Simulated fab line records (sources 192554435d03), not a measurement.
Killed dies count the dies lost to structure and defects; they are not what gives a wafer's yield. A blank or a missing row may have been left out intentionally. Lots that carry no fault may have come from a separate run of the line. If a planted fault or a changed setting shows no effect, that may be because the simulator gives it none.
fab line records	flow n5Finfet
[record] lots = 7	wafers = 39
route steps=1938 shown PMOS_HMC_CHANNEL_EPI@57 FIN_SAQP@125 SD_EPI_P@321 SD_ACTIVATION@330 HKMG_FIN@444 MOL_CONTACT_COAG@559 BEOL_M2@841
startH: the number of hours between the record's first day and the start of the first shown wafer of the lot	waitH: hours elapsed since this lot's preceding step	" as in the row above	L1.1+2: several wafers, shown together as one row	- no value, or no start given	* or withheld: withheld	< > ~ a bound
route shown NAME@n: a module of which the file shows steps, and the number in the route of the first	usual: average and standard deviation across the fault-free wafers	same: alike in all rows	chamber/n: place in a boat	sites: readings site by site	_std_site: how widely they spread, as a standard deviation	_edge_site: mean of outer sites minus mean of inner sites	radiusMm: how far each site lies from the wafer's centre	mask NAME#n: copy n	behind: tool/chamber where the wafer was last shaped	hold: the reason the lot was held/the length of the hold in hours/how it ended	device: the transistor (n, p or np) that didn't switch	end of line: at the end of the route, the tests of the same wafers	for a step that has no rows: nothing shown but its recipe	killed: dies lost to structure and defects at the first sort, not the wafer's yield	map: a wafer's dies, x killed, . not, _ none there
set.NAME: the run value of the setting; set.NAME@STEP: its run value at that earlier step	model.NAME: the simulator's own value behind a step, which no gauge read
lots where settings were altered on purpose, with a table for each step and a row for each wafer
[[steps]]
[step N5_PMOS_HMC_CHANNEL_EPI_HM_DEP_34]
[recipe] material = SiO2	targetThkA = 360	tempC = 400	precursor = TEOS/O2	pressureTorr = 6.5	rfW = 900	teosFlowSccm = 161.4	gas = O2	flowSccm = 2650	timeS = 6.9
lot.wafer	tool	chamber	startH	waitH	set.targetThkA	model.SiO2_of_PMOS_HMC_CHANNEL_EPI_HM_DEP_34.thkNm
L078.1	pecvd-02	1	41.86	0.0	360	35.9
L078.2	"	2	"	"	360	35.43
L078.3	"	0	"	"	360	36.05
L078.4	"	1	"	"	360	36.29
L078.5	"	2	"	"	360	36
L078.6	"	0	"	"	360	36.76
L081.1	pecvd-02	1	58.84	0.0	360	35.15
L081.2	"	0	"	"	360	35.88
L081.3	"	2	"	"	296	28.86
L081.4	"	2	"	"	296	29.24
L081.5	"	1	"	"	360	35.76
L081.6	"	0	"	"	296	30.4
L082.1	pecvd-04	1	65.45	0.0	173	17.12
L082.2	"	0	"	"	360	34.63
L082.3	"	2	"	"	173	17.3
L082.4	"	2	"	"	360	35.77
L082.5	"	0	"	"	173	16.78
L082.6	"	1	"	"	360	36.09
L084.3	pecvd-03	1	77.64	0.0	360	35.89
L084.5	"	2	"	"	360	35.84
L084.6	"	1	"	"	360	36.29
L087.1	pecvd-03	1	95.42	0.0	360	35.53
L087.2	"	2	"	"	360	35.31
L087.3	"	0	"	"	283	27.57
L087.4	"	0	"	"	283	27.96
L087.5	"	2	"	"	283	28.29
L087.6	"	1	"	"	360	36.51
L095.1	pecvd-04	0	143.45	0.0	360	34.89
L095.2	"	2	"	"	360	35
L095.3	"	1	"	"	360	35.27
L095.4	"	0	"	"	360	35.34
L095.5	"	2	"	"	360	35.66
L095.6	"	1	"	"	360	35.64
L096.1	pecvd-04	1	149.46	0.0	360	35.38
L096.2	"	0	"	"	360	34.87
L096.3	"	2	"	"	360	35.19
L096.4	"	1	"	"	523.3	52.66
L096.5	"	0	"	"	523.3	51.7
L096.6	"	2	"	"	523.3	52.04
[step N5_FIN_SAQP_SPACER1_ALD_24]
[recipe] material = SiO2	targetThkA = 203	tempC = 300	aldPrecursorFamily = BDEAS	aldCoReactant = O2-plasma	pulseTimeS = 1	purgeTimeS = 2	coReactantPurgeTimeS = 2	aldCycles = 218	pressureTorr = 2
lot.wafer	tool	chamber	startH	waitH	set.aldCycles	model.SiO2_of_FIN_SAQP_SPACER1_ALD_24.thkNm
L078.1+3	aldSin-04	1,3	48.30	0.3	218	20.2
L078.2	"	0	"	"	218	20.4
L078.4+6	"	2	"	"	98	9
L078.5	"	3	"	"	98	9.2
L081.1+6	aldSin-04	0,1	65.73	0.3	218	20.4
L081.2+3+5	"	1,2,0	"	"	119	11.2
L081.4	"	3	"	"	218	20.6
L082.1+3	aldSin-03	0,2	72.14	0.3	133	12.6
L082.2	"	1	"	"	218	20.2
L082.4	"	3	"	"	133	12.4
L082.5	"	0	"	"	218	20.6
L082.6	"	1	"	"	218	20.4
L084.3+5	aldSin-03	0,3	86.12	0.1	218	20.2
L084.6	"	2	"	"	218	20.4
L087.1+2+5	aldSin-02	3,1,3	101.47	0.3	218	20.2
L087.3+4+6	"	2,0,0	"	"	312	29
L095.1+6	aldSin-02	2,3	149.93	0.3	218	20.4
L095.2+3+4+5	"	0,3,1,2	"	"	218	20.2
L096.1+2	aldSin-04	3,1	156.26	0.3	218	20.4
L096.3+6	"	0,2	"	"	158	14.8
L096.4	"	2	"	"	218	20.2
L096.5	"	1	"	"	158	14.6
[step N5_FIN_SAQP_SPACER1_ETCHBACK_25]
[recipe] chemistry = CHF3/O2	mode = anisotropicEtchback	target = SiO2	targetDepthA = 244	timeS = 12.2	pressureMtorr = 30	sourceW = 650	biasW = 170	Ar_flow_sccm = 200	CHF3_flow_sccm = 50	O2_flow_sccm = 5	ionEnergyEv = 200
[step N5_FIN_SAQP_MANDREL1_REMOVE_56]
[recipe] chemistry = HBr/Cl2/O2	btTimeS = 10	target = a-Si	stopOn = SiNx	endpoint = OES-SiCl	overEtchFrac = 1	icpW = 600	biasW = 22	HBr_flow_sccm = 150	Cl2_flow_sccm = 80	O2_flow_sccm = 5	pressureMtorr = 10
lot.wafer	tool	chamber	startH	waitH	set.aldCycles@FIN_SAQP_SPACER1_ALD_24	model.FIN_SAQP.cdNm
L078.1	rieSi-04	3	49.11	0.1	218	20
L078.2+3	"	2,0	"	"	218	20.4
L078.4+6	"	1,3	"	"	98	9
L078.5	"	0	"	"	98	9.2
L081.1+6	rieSi-06	0	66.69	0.1	218	20.4
L081.2+3+5	"	1,3,3	"	"	119	11.4
L081.4	"	2	"	"	218	20.6
L082.1+3+4	rieSi-04	1,3,0	72.96	0.1	133	12.4
L082.2	"	2	"	"	218	20.2
L082.5+6	"	3,2	"	"	218	20.4
L084.3+5+6	rieSi-06	2,1,2	86.92	0.1	218	20.4
L087.1	rieSi-04	3	102.33	0.1	218	20
L087.2+5	"	0,2	"	"	218	20.2
L087.3+4	"	1,2	"	"	312	29
L087.6	"	3	"	"	312	28.8
L095.1+4+6	rieSi-04	2,1,1	150.75	0.1	218	20.4
L095.2+3+5	"	0,3,2	"	"	218	20.2
L096.1	rieSi-05	3	157.28	0.1	218	20.4
L096.2+4	"	2,0	"	"	218	20.2
L096.3+5	"	1,3	"	"	158	14.8
L096.6	"	2	"	"	158	14.6
[step N5_FIN_SAQP_CD_MEAS_27]
[recipe] targetCdNm = 20	landingEnergyEv = 1000	detector = seInlens	polarity = line
[usual] cdNm = 20.29/0.24
lot.wafer	tool	chamber	startH	waitH	set.aldCycles@FIN_SAQP_SPACER1_ALD_24	cdNm
L078.1	cdSem-01	0	49.22	0.1	218	19.99
L078.2	"	0	"	"	218	20.45
L078.3	"	0	"	"	218	20.14
L078.4	"	0	"	"	98	9.02
L078.5	"	0	"	"	98	9.27
L078.6	"	0	"	"	98	8.89
L081.1	cdSem-03	0	66.80	0.1	218	20.38
L081.2	"	0	"	"	119	11.16
L081.3	"	0	"	"	119	11.14
L081.4	"	0	"	"	218	20.26
L081.5	"	0	"	"	119	12.01
L081.6	"	0	"	"	218	20.16
L082.1	cdSem-02	0	73.07	0.1	133	12.45
L082.2	"	0	"	"	218	20.34
L082.3	"	0	"	"	133	12.39
L082.4	"	0	"	"	133	12.75
L082.5	"	0	"	"	218	20.48
L082.6	"	0	"	"	218	20.26
L084.3	cdSem-03	0	87.04	0.1	218	20.21
L084.5	"	0	"	"	218	20.19
L084.6	"	0	"	"	218	20.41
L087.1	cdSem-03	0	102.44	0.1	218	19.94
L087.2	"	0	"	"	218	20.27
L087.3	"	0	"	"	312	28.89
L087.4	"	0	"	"	312	29.21
L087.5	"	0	"	"	218	20.31
L087.6	"	0	"	"	312	28.53
L095.1	cdSem-01	0	150.86	0.1	218	20.23
L095.2	"	0	"	"	218	20.40
L095.3	"	0	"	"	218	20.11
L095.4	"	0	"	"	218	20.24
L095.5	"	0	"	"	218	20.23
L095.6	"	0	"	"	218	20.00
L096.1	cdSem-01	0	157.39	0.1	218	20.22
L096.2	"	0	"	"	218	20.31
L096.3	"	0	"	"	158	14.66
L096.4	"	0	"	"	218	19.82
L096.5	"	0	"	"	158	14.73
L096.6	"	0	"	"	158	14.68
[step N5_SD_EPI_P_EPI_21]
[recipe] material = SiGe:B	dopant = B	tempC = 550	pressureTorr = 20	ambient = H2	timeS = 355
lot.wafer	tool	chamber	startH	waitH	set.timeS	model.SiGe-B_of_SD_EPI_P_EPI_21.thkNm
L078.1	epiRpcvd-04	0	78.93	0.1	524.9	79.2
L078.2+5	"	0	"	"	524.9	78.4
L078.3	"	0	"	"	355	59.2
L078.4	"	0	"	"	355	59.6
L078.6	"	0	"	"	355	59.8
L081.1	epiRpcvd-01	0	97.95	0.2	355	59.6
L081.2	"	0	"	"	355	60.8
L081.3	"	0	"	"	355	60.2
L081.4	"	0	"	"	355	60.4
L081.5	"	0	"	"	355	61.2
L081.6	"	0	"	"	355	60
L082.1	epiRpcvd-04	0	102.59	0.1	355	61.4
L082.2	"	0	"	"	244.7	45.8
L082.3	"	0	"	"	244.7	45.6
L082.4	"	0	"	"	244.7	46
L082.5	"	0	"	"	355	61.8
L082.6	"	0	"	"	355	61.6
L084.3	epiRpcvd-01	0	121.06	1.1	355	61.6
L084.5	"	0	"	"	355	61
L084.6	"	0	"	"	355	62
L087.1+3+4	epiRpcvd-01	0	133.75	0.1	355	62
L087.2	"	0	"	"	355	61.2
L087.5+6	"	0	135.19	1.5	355	62.2
L095.1	epiRpcvd-04	0	184.60	0.1	498.9	78.2
L095.2	"	0	"	"	498.9	77.8
L095.3	"	0	"	"	498.9	78.6
L095.4+6	"	0	"	"	355	61.8
L095.5	"	0	"	"	355	61.4
L096.1	epiRpcvd-02	0	188.10	0.2	355	61.8
L096.2	"	0	"	"	355	62.2
L096.3	"	0	"	"	288.9	54
L096.4	"	0	"	"	288.9	54.8
L096.5	"	0	"	"	355	61.6
L096.6	"	0	"	"	288.9	55
[step N5_SD_EPI_P_EPI_MEAS_23]
[recipe] mode = xrd
[usual] thkNm = 61.1/1.3
lot.wafer	tool	chamber	startH	waitH	set.timeS@SD_EPI_P_EPI_21	thkNm
L078.1	filmMetro-02	-	81.14	1.9	524.9	78.0
L078.2	"	-	"	"	524.9	78.2
L078.3	"	-	"	"	355	58.3
L078.4	"	-	"	"	355	61.0
L078.5	"	-	"	"	524.9	78.1
L078.6	"	-	"	"	355	61.0
L081.1	filmMetro-01	-	100.87	2.4	355	60.7
L081.2	"	-	"	"	355	61.8
L081.3	"	-	"	"	355	57.6
L081.4	"	-	"	"	355	59.6
L081.5	"	-	"	"	355	60.7
L081.6	"	-	"	"	355	58.1
L082.1	filmMetro-01	-	104.79	1.8	355	63.0
L082.2	"	-	"	"	244.7	46.7
L082.3	"	-	"	"	244.7	45.6
L082.4	"	-	"	"	244.7	47.4
L082.5	"	-	"	"	355	60.9
L082.6	"	-	"	"	355	61.6
L084.3	filmMetro-01	-	123.02	1.5	355	62.0
L084.5	"	-	"	"	355	62.0
L084.6	"	-	"	"	355	62.0
L087.1	filmMetro-01	-	135.96	1.9	355	61.8
L087.2	"	-	"	"	355	63.0
L087.3	"	-	"	"	355	62.4
L087.4	"	-	"	"	355	62.6
L087.5	"	-	"	"	355	61.5
L087.6	"	-	"	"	355	60.8
L095.1	filmMetro-02	-	186.79	1.8	498.9	78.6
L095.2	"	-	"	"	498.9	76.3
L095.3	"	-	"	"	498.9	80.1
L095.4	"	-	"	"	355	61.5
L095.5	"	-	"	"	355	60.7
L095.6	"	-	"	"	355	61.7
L096.1	filmMetro-01	-	191.03	2.4	355	62.1
L096.2	"	-	"	"	355	62.5
L096.3	"	-	"	"	288.9	52.5
L096.4	"	-	"	"	288.9	53.8
L096.5	"	-	"	"	355	60.3
L096.6	"	-	"	"	288.9	55.8
[step N5_SD_EPI_P_HM_STRIP_48]
[recipe] chemistry = H3PO4	tempC = 160	material = SiNx	target = SiNx	targetDepthA = 30	overetchFraction = 0.3
[step N5_SD_EPI_P_SRD_49]
[recipe] dry = ipaMarangoni	timeS = 30	tempC = 23	rinseLiquid = diw
[step N5_SD_ACTIVATION_RTA_00]
[recipe] tempC = 975	timeS = 0	ambient = N2	idleTempC = 600	rampUpCPerS = 150	rampDownCPerS = 60	coolToC = 600
[step N5_SD_ACTIVATION_LSA_01]
[recipe] tempC = 1080	timeS = 0.0008	ambient = N2
[step N5_SD_ACTIVATION_RS_MEAS_03]
[recipe] thkMeasGauge = four-point-probe
[usual] RS_SD_N = 21.99/0.26	RS_SD_P = 56.2/0.95
lot.wafer	tool	chamber	startH	waitH	set.timeS@SD_EPI_P_EPI_21	RS_SD_N[ohm/sq]	RS_SD_P[ohm/sq]
L078.1	filmMetro-02	-	81.74	0.2	524.9	21.87	43.2
L078.2	"	-	"	"	524.9	22.11	43.4
L078.3	"	-	"	"	355	21.77	57.4
L078.4	"	-	"	"	355	21.49	57.0
L078.5	"	-	"	"	524.9	21.96	44.0
L078.6	"	-	"	"	355	21.86	56.8
L081.1	filmMetro-02	-	101.56	0.2	355	22.05	56.7
L081.2	"	-	"	"	355	22.27	56.1
L081.3	"	-	"	"	355	22.19	55.9
L081.4	"	-	"	"	355	22.59	55.5
L081.5	"	-	"	"	355	22.20	55.6
L081.6	"	-	"	"	355	22.23	56.6
L082.1	filmMetro-01	-	105.56	0.2	355	21.49	56.2
L082.2	"	-	"	"	244.7	21.69	75.6
L082.3	"	-	"	"	244.7	21.68	75.5
L082.4	"	-	"	"	244.7	21.99	76.2
L082.5	"	-	"	"	355	21.40	56.2
L082.6	"	-	"	"	355	21.60	55.9
L084.3	filmMetro-02	-	123.68	0.2	355	22.19	55.8
L084.5	"	-	"	"	355	21.96	56.9
L084.6	"	-	"	"	355	21.83	55.6
L087.1	filmMetro-01	-	136.58	0.2	355	22.33	55.4
L087.2	"	-	"	"	355	22.37	56.2
L087.3	"	-	"	"	355	22.26	54.7
L087.4	"	-	"	"	355	22.28	55.1
L087.5	"	-	"	"	355	22.71	54.7
L087.6	"	-	"	"	355	21.64	54.9
L095.1	filmMetro-01	-	187.41	0.2	498.9	21.90	44.1
L095.2	"	-	"	"	498.9	21.88	44.8
L095.3	"	-	"	"	498.9	21.69	44.1
L095.4	"	-	"	"	355	21.98	55.6
L095.5	"	-	"	"	355	22.10	56.2
L095.6	"	-	"	"	355	22.09	55.8
L096.1	filmMetro-02	-	191.65	0.2	355	21.98	55.3
L096.2	"	-	"	"	355	22.10	54.6
L096.3	"	-	"	"	288.9	22.03	62.6
L096.4	"	-	"	"	288.9	22.08	61.6
L096.5	"	-	"	"	355	21.54	54.7
L096.6	"	-	"	"	288.9	22.05	62.0
[step N5_HKMG_FIN_ETCH_86]
[recipe] chemistry = N2/H2	target = SOC	targetDepthA = 3932	stopOn = TiN	ionEnergyEv = 100	biasW = 61	pressureMtorr = 30	sourceW = 850	n2FlowSccm = 200	h2FlowSccm = 200
lot.wafer	tool	chamber	startH	waitH	set.targetDepthA	model.SOC_of_HKMG_FIN_COAT_85.thkNm
L078.1+5	rieDiel-02	2	100.64	-	3932	14
L078.2	"	0	"	"	2678	108.6
L078.3	"	1	"	"	3932	16.4
L078.4	"	3	"	"	2678	108
L078.6	"	1	"	"	2678	107.2
L081.1+3+5	rieDiel-01	2,0,2	121.09	-	5353	8.6
L081.2+4	"	3	"	"	3932	15.8
L081.6	"	0	"	"	3932	14.6
L082.1	rieDiel-02	2	126.95	-	2167	142.4
L082.2+5	"	3	"	"	3932	17.6
L082.3	"	0	"	"	3932	18.6
L082.4	"	1	"	"	2167	144.2
L082.6	"	0	"	"	2167	145
L084.3	rieDiel-04	0	141.78	-	3932	12
L084.5	"	1	"	"	3932	18.8
L084.6	"	2	"	"	3932	13.4
L087.1	rieDiel-04	2	154.95	-	2091	147.8
L087.2	"	1	"	"	3932	19
L087.3	"	3	"	"	3932	14.8
L087.4	"	0	"	"	3932	12.2
L087.5	"	0	"	"	2091	147.2
L087.6	"	1	"	"	2091	150.4
L095.1	rieDiel-04	2	205.23	-	2070	149.6
L095.2	"	1	"	"	3932	19.6
L095.3	"	0	"	"	2070	149.4
L095.4	"	0	"	"	3932	13
L095.5	"	2	"	"	3932	14.2
L095.6	"	1	"	"	2070	152.6
L096.1+4+5	rieDiel-04	0,1,0	210.34	-	5200	8.6
L096.2	"	2	"	"	3932	14.2
L096.3	"	1	"	"	3932	19.8
L096.6	"	2	"	"	3932	14.4
[step N5_MOL_CONTACT_COAG_ALD_27]
[recipe] material = SiOC	targetThkA = 170	tempC = 400	aldPrecursorFamily = carbosiloxane	aldCoReactant = H2-plasma	pulseTimeS = 1.5	timeS = 2720	purgeTimeS = 2	coReactantPurgeTimeS = 2	aldCycles = 340	pressureTorr = 2
lot.wafer	tool	chamber	startH	waitH	set.aldCycles	model.SiOC_of_MOL_CONTACT_COAG_ALD_27.thkNm
L078.1+2+3+5+6	aldSin-03	2,3,1,1,0	118.56	0.5	340	17
L078.4	"	0	"	"	340	16.8
L081.1	aldSin-02	2	140.70	0.0	340	17
L081.2+6	"	0,3	"	"	340	17.2
L081.3	"	1	"	"	395	20
L081.4+5	"	3,0	"	"	395	19.8
L082.1+2+3+4+5+6	aldSin-03	2,3,0,1,0,3	144.57	0.0	340	17
L084.3+5+6	aldSin-04	0,2,3	160.26	0.0	340	17
L087.1+4+6	aldSin-03	3,2,1	175.50	0.0	340	17
L087.2	"	0	"	"	447	22.2
L087.3+5	"	1,0	"	"	447	22.4
L095.1+4+6	aldSin-02	3,2,3	222.19	0.0	340	17
L095.2+3+5	"	0,1,0	"	"	246	12.4
L096.1+4	aldSin-03	1,0	228.91	0.0	455	22.8
L096.2	"	3	"	"	340	17
L096.3	"	2	"	"	455	22.6
L096.5+6	"	1,2	"	"	340	16.8
[step N5_BEOL_M2_ILD_DEP_00]
[recipe] material = SiOC	targetThkA = 790	tempC = 350	precursor = DEMS/O2	pressureTorr = 5	rfW = 500	timeS = 15.3
lot.wafer	tool	chamber	startH	waitH	set.timeS	model.SiOC_of_BEOL_M2_ILD_DEP_00.thkNm
L078.1+2	pecvd-02	1,2	163.07	0.0	7.229	38.2
L078.3	"	0	"	"	15.3	78.8
L078.4	"	0	"	"	15.3	81.6
L078.5	"	2	"	"	15.3	81.4
L078.6	"	1	"	"	7.229	38.6
L081.1	pecvd-02	1	180.49	0.0	15.3	79.8
L081.2	"	2	"	"	15.3	79.4
L081.3	"	0	"	"	6.218	34.2
L081.4	"	0	"	"	15.3	81.6
L081.5	"	1	"	"	6.218	35.4
L081.6	"	2	"	"	6.218	33.6
L082.1	pecvd-04	0	183.20	0.0	15.3	76.8
L082.2	"	1	"	"	15.3	77.2
L082.3+4	"	1,0	"	"	15.3	78.4
L082.5	"	1	"	"	15.3	78.2
L082.6	"	0	"	"	15.3	79
L084.3	pecvd-01	1	196.23	0.0	15.3	78.2
L084.5	"	1	"	"	15.3	80.2
L084.6	"	0	"	"	15.3	80
L087.1	pecvd-01	0	214.73	0.0	15.3	79.2
L087.2	"	2	"	"	15.3	80
L087.3	"	1	"	"	15.3	78
L087.4	"	2	"	"	15.3	81
L087.5+6	"	0,1	"	"	15.3	79.8
L095.1	pecvd-02	2	263.92	0.0	15.3	78
L095.2	"	1	"	"	21.45	109.8
L095.3	"	0	"	"	15.3	79.4
L095.4	"	1	"	"	21.45	111.2
L095.5	"	0	"	"	15.3	81.2
L095.6	"	2	"	"	21.45	110.8
L096.1	pecvd-01	2	265.78	0.0	15.3	79.6
L096.2	"	1	"	"	15.3	79.4
L096.3	"	0	"	"	15.3	79
L096.4	"	1	"	"	15.3	80
L096.5	"	0	"	"	15.3	80.4
L096.6	"	2	"	"	15.3	80.8
[step N5_BEOL_M2_THK_MEAS_01]
[recipe] reads = SiOC_of_BEOL_M2_ILD_DEP_00
[usual] M2_ILD_THK = 79.7/1.2
lot.wafer	tool	chamber	startH	waitH	set.timeS@BEOL_M2_ILD_DEP_00	M2_ILD_THK[nm]
L078.1	filmMetro-02	-	163.13	0.0	7.229	38.1
L078.2	"	-	"	"	7.229	38.2
L078.3	"	-	"	"	15.3	78.8
L078.4	"	-	"	"	15.3	81.6
L078.5	"	-	"	"	15.3	81.4
L078.6	"	-	"	"	7.229	38.5
L081.1	filmMetro-02	-	180.55	0.0	15.3	79.8
L081.2	"	-	"	"	15.3	79.5
L081.3	"	-	"	"	6.218	34.2
L081.4	"	-	"	"	15.3	81.7
L081.5	"	-	"	"	6.218	35.3
L081.6	"	-	"	"	6.218	33.7
L082.1	filmMetro-02	-	183.29	0.1	15.3	76.9
L082.2	"	-	"	"	15.3	77.2
L082.3	"	-	"	"	15.3	78.3
L082.4	"	-	"	"	15.3	78.5
L082.5	"	-	"	"	15.3	78.2
L082.6	"	-	"	"	15.3	78.9
L084.3	filmMetro-01	-	196.30	0.1	15.3	78.2
L084.5	"	-	"	"	15.3	80.0
L084.6	"	-	"	"	15.3	79.9
L087.1	filmMetro-01	-	214.80	0.0	15.3	79.2
L087.2	"	-	"	"	15.3	80.0
L087.3	"	-	"	"	15.3	77.9
L087.4	"	-	"	"	15.3	80.9
L087.5	"	-	"	"	15.3	79.8
L087.6	"	-	"	"	15.3	79.7
L095.1	filmMetro-01	-	263.99	0.0	15.3	78.1
L095.2	"	-	"	"	21.45	109.7
L095.3	"	-	"	"	15.3	79.6
L095.4	"	-	"	"	21.45	111.3
L095.5	"	-	"	"	15.3	81.3
L095.6	"	-	"	"	21.45	110.7
L096.1	filmMetro-01	-	265.84	0.0	15.3	79.6
L096.2	"	-	"	"	15.3	79.4
L096.3	"	-	"	"	15.3	79.0
L096.4	"	-	"	"	15.3	79.9
L096.5	"	-	"	"	15.3	80.4
L096.6	"	-	"	"	15.3	80.9
[[key]]
[split] step = N5_PMOS_HMC_CHANNEL_EPI_HM_DEP_34	setting = targetThkA	stated = 360	by = wafer
[response] step = N5_PMOS_HMC_CHANNEL_EPI_HM_DEP_34	reading = model.SiO2_of_PMOS_HMC_CHANNEL_EPI_HM_DEP_34.thkNm	change = +0.362	per = 1%	r = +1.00
[split] step = N5_FIN_SAQP_SPACER1_ALD_24	setting = aldCycles	stated = 218	by = wafer
[response] step = N5_FIN_SAQP_SPACER1_ALD_24	reading = model.SiO2_of_FIN_SAQP_SPACER1_ALD_24.thkNm	change = +0.203	per = 1%	r = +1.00
[response] step = N5_FIN_SAQP_MANDREL1_REMOVE_56	reading = model.FIN_SAQP.cdNm	change = +0.203	per = 1%	r = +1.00
[response] step = N5_FIN_SAQP_CD_MEAS_27	reading = cdNm	change = +0.2	per = 1%	r = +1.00
[split] step = N5_SD_EPI_P_EPI_21	setting = timeS	stated = 355	by = wafer
[response] step = N5_SD_EPI_P_EPI_21	reading = model.SiGe-B_of_SD_EPI_P_EPI_21.thkNm	change = +0.422	per = 1%	r = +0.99
[response] step = N5_SD_EPI_P_EPI_MEAS_23	reading = thkNm	change = *	per = 1%	r = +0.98
[response] step = N5_SD_ACTIVATION_RS_MEAS_03	reading = RS_SD_P	shape = bent	atLowest = 75.8	atStated = 55.8	atHighest = 43.5
[split] step = N5_HKMG_FIN_ETCH_86	setting = targetDepthA	stated = 3932	by = wafer
[response] step = N5_HKMG_FIN_ETCH_86	reading = model.SOC_of_HKMG_FIN_COAT_85.thkNm	shape = bent	atLowest = 150.5	atStated = 15.7	atHighest = 8.6
[split] step = N5_MOL_CONTACT_COAG_ALD_27	setting = aldCycles	stated = 340	by = wafer
[response] step = N5_MOL_CONTACT_COAG_ALD_27	reading = model.SiOC_of_MOL_CONTACT_COAG_ALD_27.thkNm	change = +0.17	per = 1%	r = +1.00
[split] step = N5_BEOL_M2_ILD_DEP_00	setting = timeS	stated = 15.3	by = wafer
[response] step = N5_BEOL_M2_ILD_DEP_00	reading = model.SiOC_of_BEOL_M2_ILD_DEP_00.thkNm	change = +0.783	per = 1%	r = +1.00
[response] step = N5_BEOL_M2_THK_MEAS_01	reading = M2_ILD_THK	change = +0.783	per = 1%	r = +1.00
